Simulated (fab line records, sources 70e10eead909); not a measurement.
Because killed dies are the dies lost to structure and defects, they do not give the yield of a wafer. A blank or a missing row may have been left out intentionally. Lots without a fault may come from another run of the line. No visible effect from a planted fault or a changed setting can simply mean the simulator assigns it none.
Which tool was responsible?    flow nand_harc    36 wafers from 12 lots sampled at 5 of the route's 1159 steps

## WHAT THE GAUGES READ, wafer by wafer
NHARC_A_BONDPAD_OVL_MEAS_35.
lot   measured      on          overlay_x_nm (nm)  overlay_y_nm (nm)
L646  day 18 05:55  overlay-01  9 9 9              10 10 9
L649  day 18 12:38  overlay-01  -7 -7 -6           4 4 5
L647  day 18 13:17  overlay-01  -4 -4 -4           -1 -1 -1
L651  day 19 22:43  overlay-02  -14 -14 -13        -10 -11 -11
L652  day 19 23:11  overlay-01  0 1 0              1 1 1
L654  day 20 04:28  overlay-02  -2 -1 -1           -7 -6 -6
L650  day 20 04:53  overlay-02  6 6 6              10 12 11
L653  day 20 07:45  overlay-01  1 1 1              -1 -1 -2
L658  day 20 23:48  overlay-01  13 13 13           -2 -1 -2
L657  day 21 00:08  overlay-01  2 2 1              -2 -2 -2
L661  day 22 01:32  overlay-02  4 3 4              -1 -1 -2
L663  day 22 10:17  overlay-01  -9 -9 -9           -10 -10 -10

NHARC_END_WLT_00.
lot   measured      on         VT_DECK1_BOTTOM    VT_DECK1_BOTTOM_INNER  VT_DECK1_MEDIAN_NEAR_BOTTOM  VT_DECK1_MEDIAN_NEAR_BOTTOM_INNER  VT_DECK1_MIDDLE    VT_DECK1_MIDDLE_INNER  VT_DECK1_TOP       VT_DECK1_TOP_INNER
L646  day 19 09:22  prober-01  0.870 0.872 0.877  0.870 0.867 0.884      0.872 0.868 0.876            0.881 0.869 0.872                  0.886 0.875 0.884  0.873 0.881 0.877      0.897 0.900 0.896  0.900 0.902 0.895
L649  day 20 00:53  prober-01  0.871 0.859 0.864  0.867 0.856 0.879      0.869 0.862 0.867            0.864 0.859 0.873                  0.882 0.872 0.881  0.885 0.881 0.880      0.895 0.891 0.898  0.900 0.892 0.895
L647  day 20 00:50  prober-02  0.867 0.851 0.857  0.868 0.855 0.857      0.865 0.854 0.862            0.872 0.863 0.859                  0.880 0.867 0.877  0.883 0.870 0.875      0.890 0.891 0.887  0.891 0.890 0.890
L651  day 21 02:40  prober-02  0.859 0.872 0.856  0.859 0.866 0.854      0.865 0.874 0.860            0.863 0.867 0.858                  0.873 0.880 0.870  0.881 0.877 0.873      0.894 0.888 0.899  0.895 0.892 0.896
L652  day 21 02:39  prober-01  0.875 0.874 0.871  0.876 0.867 0.875      0.875 0.874 0.873            0.869 0.873 0.869                  0.887 0.890 0.880  0.891 0.895 0.887      0.893 0.898 0.898  0.900 0.901 0.896
L654  day 21 17:41  prober-01  0.864 0.870 0.865  0.867 0.869 0.867      0.868 0.869 0.872            0.870 0.870 0.866                  0.878 0.886 0.889  0.884 0.880 0.874      0.895 0.895 0.898  0.896 0.892 0.894
L650  day 21 09:55  prober-02  0.853 0.861 0.875  0.859 0.859 0.866      0.860 0.864 0.875            0.873 0.864 0.862                  0.884 0.876 0.880  0.874 0.878 0.881      0.887 0.890 0.890  0.906 0.893 0.891
L653  day 21 10:23  prober-01  0.883 0.876 0.870  0.877 0.880 0.874      0.884 0.876 0.873            0.876 0.888 0.887                  0.896 0.895 0.892  0.886 0.902 0.888      0.907 0.908 0.899  0.901 0.905 0.900
L658  day 22 01:17  prober-02  0.878 0.870 0.877  0.870 0.862 0.871      0.873 0.871 0.872            0.858 0.862 0.874                  0.879 0.881 0.879  0.885 0.891 0.879      0.894 0.895 0.899  0.897 0.889 0.894
L657  day 22 08:04  prober-02  0.882 0.882 0.882  0.882 0.890 0.875      0.869 0.881 0.884            0.878 0.879 0.875                  0.891 0.889 0.884  0.890 0.895 0.897      0.905 0.897 0.898  0.897 0.895 0.904
L661  day 23 10:19  prober-01  0.885 0.883 0.888  0.887 0.881 0.885      0.886 0.882 0.888            0.883 0.884 0.883                  0.898 0.899 0.896  0.894 0.891 0.902      0.909 0.905 0.904  0.910 0.913 0.907
L663  day 23 16:52  prober-02  0.876 0.867 0.876  0.875 0.858 0.868      0.877 0.869 0.863            0.871 0.873 0.869                  0.887 0.881 0.887  0.884 0.884 0.877      0.896 0.903 0.903  0.899 0.893 0.890

NHARC_END_SORT_01.
lot   measured      on         killed_at_array  killed_at_other  killed_at_periphery  killed_dies  killed_open  killed_short
L661  day 23 13:19  prober-01  57 86 64         1 1 0            4 3 2                62 90 66     3 3 3        7 2 1
L663  day 23 20:45  prober-02  82 42 97         0 0 0            2 4 5                84 46 102    3 2 2        4 2 1

## TOOL THAT RAN EACH LOT (tool first, then ch and the chambers of the sampled wafers, then the start)
lot   NHARC_A_CONTACT_ETCH_113              NHARC_HYBRID_BOND_ACTIVATE_00
L646  har_cap_etch-01 ch 0,1, day 16 19:50  rie_diel-11 ch 0,1,2, day 18 08:43
L649  har_cap_etch-02 ch 0,1, day 17 02:33  rie_diel-11 ch 0,1, day 18 15:25
L647  har_cap_etch-03 ch 0, day 17 02:53    rie_diel-08 ch 0,1,2, day 18 16:06
L651  har_cap_etch-02 ch 0,1, day 18 02:52  rie_diel-11 ch 0,2,3, day 20 01:26
L652  har_cap_etch-01 ch 0,1, day 18 03:55  rie_diel-11 ch 0,1,3, day 20 02:26
L654  har_cap_etch-02 ch 0,1, day 18 11:16  rie_diel-08 ch 0,2, day 20 07:19
L650  har_cap_etch-01 ch 0,1, day 18 12:17  rie_diel-11 ch 0,3, day 20 07:41
L653  har_cap_etch-01 ch 1, day 18 18:46    rie_diel-11 ch 0,2, day 20 10:32
L658  har_cap_etch-01 ch 0,1, day 19 09:06  rie_diel-11 ch 1,2,3, day 21 02:35
L657  har_cap_etch-03 ch 0,1, day 19 13:10  rie_diel-12 ch 0,3, day 21 02:56
L661  har_cap_etch-01 ch 0,1, day 20 12:44  rie_diel-11 ch 1,2,3, day 22 04:19
L663  har_cap_etch-01 ch 0,1, day 20 17:52  rie_diel-11 ch 0,3, day 22 13:01
- NHARC_A_CONTACT_ETCH_113: etches the open film in C4F8/O2/Ar, time 94 s, target depth 922 nm.
- NHARC_HYBRID_BOND_ACTIVATE_00: chemistry N2, time 60 s.

## AS READ BY THE TOOLS THEMSELVES (means over the sampled wafers that have a number; for cases with no such wafer, the mark the record gives instead)
NHARC_HYBRID_BOND_ACTIVATE_00.
lot   tool         drypump_motor_current_A (A)  oes_product_au (a.u.)  rf_vpp_V (V)  showerhead_plenum_p_Torr (Torr)
L646  rie_diel-11  5.7                          0.992                  64.4          1.76
L649  rie_diel-11  6.0                          1.008                  63.9          1.73
L647  rie_diel-08  5.5                          1.010                  64.2          1.81
L651  rie_diel-11  6.2                          0.993                  63.1          1.69
L652  rie_diel-11  5.9                          1.000                  64.4          1.73
L654  rie_diel-08  5.4                          1.000                  63.8          1.80
L650  rie_diel-11  6.4                          1.000                  64.0          1.67
L653  rie_diel-11  6.2                          0.996                  63.9          1.69
L658  rie_diel-11  5.7                          0.982                  64.5          1.76
L657  rie_diel-12  5.5                          1.002                  63.6          1.75
L661  rie_diel-11  5.7                          0.992                  63.8          1.76
L663  rie_diel-11  6.3                          0.997                  64.4          1.67

## THE ANSWER, worked out from the rows above alone
Rule: what is usual is taken from the lots themselves. The widest of any qualifying gaps counts: lots, ordered by their means at a reading, are off when they make up no more than a third of the lots, leave a main group of 4 or more, and stand apart from it by 3 or more times the standard deviation of that group's means. The tables above print the reading to a certain number of digits; a main group whose means all agree to those digits is not used. A lot without any number at a reading at which 4 lots or more have one is off too. The other lots that the step has rows for count as sound. First the gauges in route order, then the tools' own readings, where a lot's mean is used as printed above. At the first step where some lot is off, the reading lying furthest off is the one used; lots without a number count as furthest.
None of the lots is off at any reading shown; this tells nothing.

## WHAT THE SIMULATOR PUT IN
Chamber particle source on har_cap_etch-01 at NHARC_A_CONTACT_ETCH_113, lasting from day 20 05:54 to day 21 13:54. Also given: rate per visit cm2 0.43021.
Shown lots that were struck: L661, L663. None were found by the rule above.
